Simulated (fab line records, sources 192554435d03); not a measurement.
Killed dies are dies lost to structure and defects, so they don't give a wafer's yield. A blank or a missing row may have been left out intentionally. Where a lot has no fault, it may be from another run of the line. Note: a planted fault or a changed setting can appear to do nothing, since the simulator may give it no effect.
What tool caused it? || flow n5-finfet || 33 wafers from 11 lots sampled at 4 of the route's 1938 steps

WHAT THE GAUGES READ, wafer by wafer
N5_SD_EPI_N_CD_MEAS_09 targets a cd of 120 nm.
{"lot": "L075", "measured": "day 3 08:31", "on": "cd-sem-02", "cd-nm (nm)": "120.5 120.6 119.9"}
{"lot": "L077", "measured": "day 3 17:44", "on": "cd-sem-03", "cd-nm (nm)": "118.9 119.0 119.6"}
{"lot": "L079", "measured": "day 4 08:01", "on": "cd-sem-01", "cd-nm (nm)": "120.6 120.5 120.9"}
{"lot": "L082", "measured": "day 5 04:20", "on": "cd-sem-01", "cd-nm (nm)": "118.2 119.3 118.9"}
{"lot": "L084", "measured": "day 5 13:58", "on": "cd-sem-01", "cd-nm (nm)": "121.3 119.9 120.0"}
{"lot": "L086", "measured": "day 6 01:54", "on": "cd-sem-03", "cd-nm (nm)": "119.0 119.8 119.8"}
{"lot": "L088", "measured": "day 6 13:20", "on": "cd-sem-01", "cd-nm (nm)": "121.3 120.2 120.9"}
{"lot": "L090", "measured": "day 7 00:35", "on": "cd-sem-01", "cd-nm (nm)": "119.4 120.2 120.5"}
{"lot": "L093", "measured": "day 7 19:37", "on": "cd-sem-01", "cd-nm (nm)": "119.1 119.9 119.7"}
{"lot": "L095", "measured": "day 8 06:58", "on": "cd-sem-02", "cd-nm (nm)": "119.6 119.6 119.5"}
{"lot": "L097", "measured": "day 8 19:48", "on": "cd-sem-03", "cd-nm (nm)": "120.2 120.3 121.6"}

WHICH TOOL RAN EACH LOT (tool, then ch and the chambers of the sampled wafers, then the start)
{"lot": "L075", "N5_DUMMY_GATE_ETCH_31": "rie-diel-04 ch 0,3, day 3 06:47", "N5_DUMMY_GATE_ETCH_23": "rie-si-01 ch 2,3, day 3 07:04", "N5_DUMMY_GATE_ETCH_44": "rie-si-01 ch 2,3, day 3 07:08"}
{"lot": "L077", "N5_DUMMY_GATE_ETCH_31": "rie-diel-02 ch 2,3, day 3 15:49", "N5_DUMMY_GATE_ETCH_23": "rie-si-06 ch 0,2,3, day 3 16:05", "N5_DUMMY_GATE_ETCH_44": "rie-si-06 ch 0,2,3, day 3 16:09"}
{"lot": "L079", "N5_DUMMY_GATE_ETCH_31": "rie-diel-02 ch 0,3, day 4 06:20", "N5_DUMMY_GATE_ETCH_23": "rie-si-06 ch 1,3, day 4 06:37", "N5_DUMMY_GATE_ETCH_44": "rie-si-06 ch 1,3, day 4 06:41"}
{"lot": "L082", "N5_DUMMY_GATE_ETCH_31": "rie-diel-02 ch 1,2, day 5 02:10", "N5_DUMMY_GATE_ETCH_23": "rie-si-04 ch 1,2, day 5 02:27", "N5_DUMMY_GATE_ETCH_44": "rie-si-04 ch 1,2, day 5 02:31"}
{"lot": "L084", "N5_DUMMY_GATE_ETCH_31": "rie-diel-03 ch 0,1,3, day 5 12:22", "N5_DUMMY_GATE_ETCH_23": "rie-si-06 ch 0,2,3, day 5 12:38", "N5_DUMMY_GATE_ETCH_44": "rie-si-06 ch 0,2,3, day 5 12:42"}
{"lot": "L086", "N5_DUMMY_GATE_ETCH_31": "rie-diel-04 ch 0,3, day 6 00:10", "N5_DUMMY_GATE_ETCH_23": "rie-si-01 ch 1,2,3, day 6 00:27", "N5_DUMMY_GATE_ETCH_44": "rie-si-01 ch 1,2,3, day 6 00:30"}
{"lot": "L088", "N5_DUMMY_GATE_ETCH_31": "rie-diel-04 ch 0,1,2, day 6 11:20", "N5_DUMMY_GATE_ETCH_23": "rie-si-06 ch 0,1,2, day 6 11:37", "N5_DUMMY_GATE_ETCH_44": "rie-si-06 ch 0,1,2, day 6 11:40"}
{"lot": "L090", "N5_DUMMY_GATE_ETCH_31": "rie-diel-02 ch 0,1,3, day 6 22:51", "N5_DUMMY_GATE_ETCH_23": "rie-si-06 ch 0,1,3, day 6 23:08", "N5_DUMMY_GATE_ETCH_44": "rie-si-06 ch 0,1,3, day 6 23:11"}
{"lot": "L093", "N5_DUMMY_GATE_ETCH_31": "rie-diel-04 ch 0,1,2, day 7 18:01", "N5_DUMMY_GATE_ETCH_23": "rie-si-01 ch 1,2,3, day 7 18:17", "N5_DUMMY_GATE_ETCH_44": "rie-si-01 ch 1,2,3, day 7 18:21"}
{"lot": "L095", "N5_DUMMY_GATE_ETCH_31": "rie-diel-02 ch 0,1,3, day 8 05:19", "N5_DUMMY_GATE_ETCH_23": "rie-si-01 ch 0,1,2, day 8 05:34", "N5_DUMMY_GATE_ETCH_44": "rie-si-01 ch 0,1,2, day 8 05:38"}
{"lot": "L097", "N5_DUMMY_GATE_ETCH_31": "rie-diel-03 ch 1,2, day 8 18:11", "N5_DUMMY_GATE_ETCH_23": "rie-si-04 ch 1,2,3, day 8 18:28", "N5_DUMMY_GATE_ETCH_44": "rie-si-04 ch 1,2,3, day 8 18:31"}
- N5_DUMMY_GATE_ETCH_31: etches SiO2 in C4F6/O2, target depth 82.5 nm, time 27.5 s.
- N5_DUMMY_GATE_ETCH_23: etches poly-Si in HBr/Cl2/O2, target depth 41 nm, time 22.3 s.
- N5_DUMMY_GATE_ETCH_44: etches poly-Si in HBr/O2, stops on SiO2, target depth 127.5 nm.

THE ANSWER, worked out from the rows above alone
Rule: the usual values come from the lots themselves. The widest of any qualifying gaps counts: lots, ordered by their means at a reading, are off when they make up no more than a third of the lots, leave a main group of 4 or more, and stand apart from it by 3 or more times the standard deviation of that group's means. A main group is skipped when, at the precision printed for the reading in the tables above, its means are all equal. A lot without any number at a reading at which 4 lots or more have one is off too. Where the step has rows for the other lots, those lots are counted as sound.
No lot is off at any reading shown: from this, nothing can be told.

WHAT WAS PUT IN BY THE SIMULATOR
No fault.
